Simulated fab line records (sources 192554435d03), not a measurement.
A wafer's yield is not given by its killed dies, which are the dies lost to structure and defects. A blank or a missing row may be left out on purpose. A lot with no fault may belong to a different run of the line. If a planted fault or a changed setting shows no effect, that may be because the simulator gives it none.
Which of the tools did it? | flow n5_finfet | 9 lots, 27 wafers sampled, at 6 steps of a route of 1938

## WHAT THE GAUGES SHOWED, per wafer
N5_FIN_SAQP_CD_MEAS_31 targets a cd of 8 nm. Usual: cd_nm reads 8.13 nm (standard deviation 0.22).
lot  | measured    | on        | cd_nm (nm)     | flag
L621 | day 2 09:11 | cd_sem-02 | 8.01 8.18 7.94 |
L623 | day 2 20:08 | cd_sem-02 | 8.04 8.15 8.07 |
L629 | day 4 09:11 | cd_sem-02 | 7.92 7.94 8.49 |
L631 | day 4 21:32 | cd_sem-03 | 8.30 8.02 8.15 |
L636 | day 6 02:34 | cd_sem-02 | 7.94 8.36 8.01 |
L640 | day 7 02:15 | cd_sem-02 | 8.02 7.66 8.30 |
L641 | day 7 08:12 | cd_sem-01 | 8.23 8.19 8.08 |
L642 | day 7 14:23 | cd_sem-02 | 7.94 8.02 7.98 |
L643 | day 7 19:27 | cd_sem-01 | 7.78 8.13 8.50 |

N5_FIN_CUT_INSPECT_17: inspects for defects (brightfield). Usual: raw_defect_count reads 226 (standard deviation 57).
lot  | measured    | on                | raw_defect_count | flag
L621 | day 2 11:34 | defect_inspect-02 | 152 326 215      |
L623 | day 2 22:09 | defect_inspect-01 | 191 335 284      |
L629 | day 4 11:33 | defect_inspect-02 | 771 792 791      | OFF
L631 | day 4 23:54 | defect_inspect-01 | 639 692 655      | OFF
L636 | day 6 04:35 | defect_inspect-01 | 223 260 167      |
L640 | day 7 04:25 | defect_inspect-02 | 162 204 169      |
L641 | day 7 10:08 | defect_inspect-01 | 248 288 378      |
L642 | day 7 16:28 | defect_inspect-01 | 274 298 254      |
L643 | day 7 21:48 | defect_inspect-01 | 271 222 342      |

N5_BEOL_M4_RC_MEAS_101. Usual: DIBL_N 36.3 mV/V, standard deviation 1.7; DIBL_P 36.5 mV/V, standard deviation 1.8; IOFF_N 0.16 nA/um, standard deviation 0.033; IOFF_P 0.21 nA/um, standard deviation 0.037; ION_N 675 uA/um, standard deviation 11; ION_P 462 uA/um, standard deviation 7.9; SS_N 71.6 mV/dec, standard deviation 0.64; SS_P 73.3 mV/dec, standard deviation 0.68; VT_N 249 mV, standard deviation 3.3; VT_P -250 mV, standard deviation 3.3.
lot  | measured     | on        | DIBL_N (mV/V)  | DIBL_P (mV/V)  | IOFF_N (nA/um) | IOFF_P (nA/um) | ION_N (uA/um) | ION_P (uA/um) | SS_N (mV/dec)  | SS_P (mV/dec)  | VT_N (mV)   | VT_P (mV)      | flag
L621 | day 8 11:33  | prober-02 | 33.6 36.4 35.8 | 34.1 37.0 36.4 | 0.14 0.18 0.17 | 0.21 0.25 0.24 | 673 679 676   | 467 468 467   | 71.1 72.3 71.8 | 73.2 73.4 73.1 | 248 250 249 | -248 -249 -246 |
L623 | day 8 13:29  | prober-01 | 35.7 33.6 36.1 | 36.1 33.4 36.5 | 0.15 0.11 0.14 | 0.18 0.14 0.18 | 682 681 677   | 467 462 463   | 71.0 71.0 71.5 | 73.3 72.8 73.3 | 251 255 253 | -251 -257 -253 |
L629 | day 10 07:46 | prober-02 | 34.4 36.1 36.9 | 34.8 37.7 38.2 | 0.11 0.14 0.15 | 0.16 0.21 0.20 | 662 653 662   | 448 460 450   | 70.0 70.6 71.1 | 72.8 73.9 73.8 | 253 253 251 | -257 -251 -253 |
L631 | day 10 09:15 | prober-01 | 35.8 35.6 34.2 | 36.3 34.7 33.9 | 0.16 0.15 0.13 | 0.20 0.17 0.17 | 684 666 657   | 464 450 448   | 71.3 71.1 71.1 | 72.9 72.7 72.1 | 249 249 251 | -251 -253 -253 |
L636 | day 11 18:43 | prober-02 | 38.3 37.4 39.3 | 38.1 36.6 38.4 | 0.17 0.15 0.17 | 0.20 0.19 0.20 | 681 660 661   | 455 457 450   | 72.2 72.0 73.0 | 74.4 73.6 73.8 | 250 252 251 | -254 -255 -253 |
L640 | day 13 00:05 | prober-02 | 33.4 35.3 34.3 | 33.1 34.8 33.9 | 0.13 0.16 0.14 | 0.17 0.19 0.18 | 682 677 672   | 465 462 459   | 71.4 71.3 71.9 | 72.7 73.6 73.2 | 251 247 250 | -254 -251 -252 |
L641 | day 13 03:38 | prober-02 | 40.0 38.2 37.6 | 40.9 38.7 37.9 | 0.28 0.23 0.21 | 0.27 0.24 0.22 | 717 695 687   | 475 461 459   | 72.9 73.1 71.7 | 74.6 74.5 73.4 | 241 242 245 | -250 -249 -251 |
L642 | day 13 10:11 | prober-02 | 36.2 37.3 37.5 | 35.1 36.3 37.0 | 0.14 0.16 0.16 | 0.17 0.18 0.20 | 662 677 673   | 447 458 458   | 71.2 72.1 71.5 | 73.8 73.9 74.2 | 253 249 247 | -251 -254 -253 |
L643 | day 13 10:06 | prober-01 | 33.2 36.3 36.8 | 33.6 37.7 38.6 | 0.12 0.18 0.19 | 0.16 0.21 0.22 | 669 678 677   | 452 461 458   | 71.2 71.9 72.1 | 72.4 74.4 74.3 | 252 248 246 | -256 -250 -253 |

## WHAT TOOL EACH LOT RAN ON (gives the tool, then ch and the chambers of the sampled wafers, and finally the start)
lot  | N5_FIN_SAQP_FIN_ETCH_36         | N5_FIN_CUT_PRECLEAN_35            | N5_STI_FIN_REVEAL_STRIP_24
L621 | rie_si-03 ch 0,3, day 2 09:34   | vapor_etch-01 ch 0, day 2 11:10   | rie_diel-01 ch 0,2, day 2 17:29
L623 | rie_si-03 ch 0,1, day 2 20:28   | vapor_etch-02 ch 0,1, day 2 21:47 | rie_diel-06 ch 1,2, day 3 04:01
L629 | rie_si-01 ch 1,2,3, day 4 09:33 | vapor_etch-02 ch 0,1, day 4 10:54 | rie_diel-03 ch 0,1,3, day 4 17:25
L631 | rie_si-01 ch 0,2,3, day 4 21:52 | vapor_etch-02 ch 0,1, day 4 23:32 | rie_diel-01 ch 0,1,3, day 5 05:46
L636 | rie_si-01 ch 1,2,3, day 6 02:53 | vapor_etch-01 ch 0,1, day 6 04:07 | rie_diel-01 ch 0,1,3, day 6 10:17
L640 | rie_si-02 ch 0,1,2, day 7 02:38 | vapor_etch-01 ch 0,1, day 7 03:52 | rie_diel-03 ch 1,2,3, day 7 10:14
L641 | rie_si-03 ch 0,2,3, day 7 08:32 | vapor_etch-01 ch 1, day 7 09:46   | rie_diel-06 ch 0,1,2, day 7 15:49
L642 | rie_si-03 ch 1,3, day 7 14:43   | vapor_etch-02 ch 0,1, day 7 16:05 | rie_diel-03 ch 0,1, day 7 22:31
L643 | rie_si-01 ch 2,3, day 7 19:47   | vapor_etch-02 ch 1, day 7 21:08   | rie_diel-06 ch 0,1, day 8 03:37
- N5_FIN_SAQP_FIN_ETCH_36: etches the open film in HBr/Cl2/O2, target depth 120 nm, time 50.4 s.
- N5_FIN_CUT_PRECLEAN_35: cleans in vHF, time 13.3 s.
- N5_STI_FIN_REVEAL_STRIP_24: strips in N2/H2, time 90 s.

## WHAT THE TOOLS THEMSELVES READ (means of the sampled wafers that have a number; where no wafer has one, the mark that the record gives instead)
N5_FIN_SAQP_FIN_ETCH_36. Usual: O2_flow_sccm 12.00 sccm, standard deviation 0.042; bias_w 102.0 W, standard deviation 0.33; drypump_motor_current_A 5.9 A, standard deviation 0.54; oes_product_au 1.000 a.u., standard deviation 0.021; throttle_valve_pct 35.89 %, standard deviation 0.27.
lot  | tool      | O2_flow_sccm (sccm) | bias_w (W) | drypump_motor_current_A (A) | oes_product_au (a.u.) | throttle_valve_pct (%) | flag
L621 | rie_si-03 | 11.95               | 102.2      | 5.3                         | 0.985                 | 35.78                  |
L623 | rie_si-03 | 12.01               | 101.7      | 5.3                         | 0.979                 | 35.97                  |
L629 | rie_si-01 | 12.01               | 101.8      | 6.4                         | 1.000                 | 36.00                  |
L631 | rie_si-01 | 12.03               | 101.6      | 6.0                         | 1.002                 | 35.85                  |
L636 | rie_si-01 | 11.95               | 102.3      | 6.4                         | 0.996                 | 36.00                  |
L640 | rie_si-02 | 12.04               | 102.0      | 6.1                         | 0.990                 | 36.01                  |
L641 | rie_si-03 | 12.04               | 101.9      | 5.8                         | 1.020                 | 35.64                  |
L642 | rie_si-03 | 12.01               | 102.1      | 5.5                         | 1.016                 | 35.64                  |
L643 | rie_si-01 | 12.00               | 101.6      | 6.4                         | 1.014                 | 35.83                  |

N5_FIN_CUT_PRECLEAN_35. Usual: drypump_motor_current_A reads 5.52 A (standard deviation 0.25).
lot  | tool          | drypump_motor_current_A (A) | flag
L621 | vapor_etch-01 | 5.34                        |
L623 | vapor_etch-02 | 5.74                        |
L629 | vapor_etch-02 | 5.72                        |
L631 | vapor_etch-02 | 5.72                        |
L636 | vapor_etch-01 | 5.38                        |
L640 | vapor_etch-01 | 5.44                        |
L641 | vapor_etch-01 | 5.48                        |
L642 | vapor_etch-02 | 5.50                        |
L643 | vapor_etch-02 | 5.30                        |

N5_STI_FIN_REVEAL_STRIP_24. Usual: drypump_motor_current_A 5.5 A, standard deviation 0.51; oes_product_au 0.78 a.u., standard deviation 0.075; rf_vpp_V 45.3 V, standard deviation 0.87; showerhead_plenum_p_Torr 3.38 Torr, standard deviation 0.11; throttle_valve_pct 12.23 %, standard deviation 0.28.
lot  | tool        | drypump_motor_current_A (A) | oes_product_au (a.u.) | rf_vpp_V (V) | showerhead_plenum_p_Torr (Torr) | throttle_valve_pct (%) | flag
L621 | rie_diel-01 | 5.5                         | 0.77                  | 45.4         | 3.42                            | 12.33                  |
L623 | rie_diel-06 | 5.3                         | 0.85                  | 45.4         | 3.34                            | 12.17                  |
L629 | rie_diel-03 | 5.6                         | 0.74                  | 45.0         | 3.41                            | 12.24                  |
L631 | rie_diel-01 | 6.0                         | 0.78                  | 45.6         | 3.42                            | 12.23                  |
L636 | rie_diel-01 | 6.0                         | 0.77                  | 45.2         | 3.41                            | 12.25                  |
L640 | rie_diel-03 | 5.5                         | 0.82                  | 45.3         | 3.31                            | 12.04                  |
L641 | rie_diel-06 | 5.2                         | 0.79                  | 45.1         | 3.39                            | 12.32                  |
L642 | rie_diel-03 | 5.3                         | 0.77                  | 44.6         | 3.33                            | 12.05                  |
L643 | rie_diel-06 | 5.2                         | 0.75                  | 45.4         | 3.46                            | 12.41                  |

## THE ANSWER, worked out from the rows above alone
Rule: take the mean of a lot's wafers that have a number; if it is more than 3 standard deviations from the usual mean, the lot is off. A lot without any number at a reading at which 4 lots or more have one is off too. Where the step has rows for the other lots, those lots are counted as sound. The gauges are gone through in route order, then the tools' own readings, and for those a lot's mean is taken as printed above. The first step at which some lot is off is used, and at that step the reading that is off furthest; a lot without a number counts as furthest.
Off at N5_FIN_CUT_INSPECT_17 (raw_defect_count): L629, L631.
A tool fits if, at a process step before that reading, it ran every lot that is off, and no sound lot after the first of them. Those tools and the gauges at N5_FIN_CUT_INSPECT_17 are tried in the same way. No candidate that was tried fits.

## WHAT THE SIMULATOR HAD PUT IN
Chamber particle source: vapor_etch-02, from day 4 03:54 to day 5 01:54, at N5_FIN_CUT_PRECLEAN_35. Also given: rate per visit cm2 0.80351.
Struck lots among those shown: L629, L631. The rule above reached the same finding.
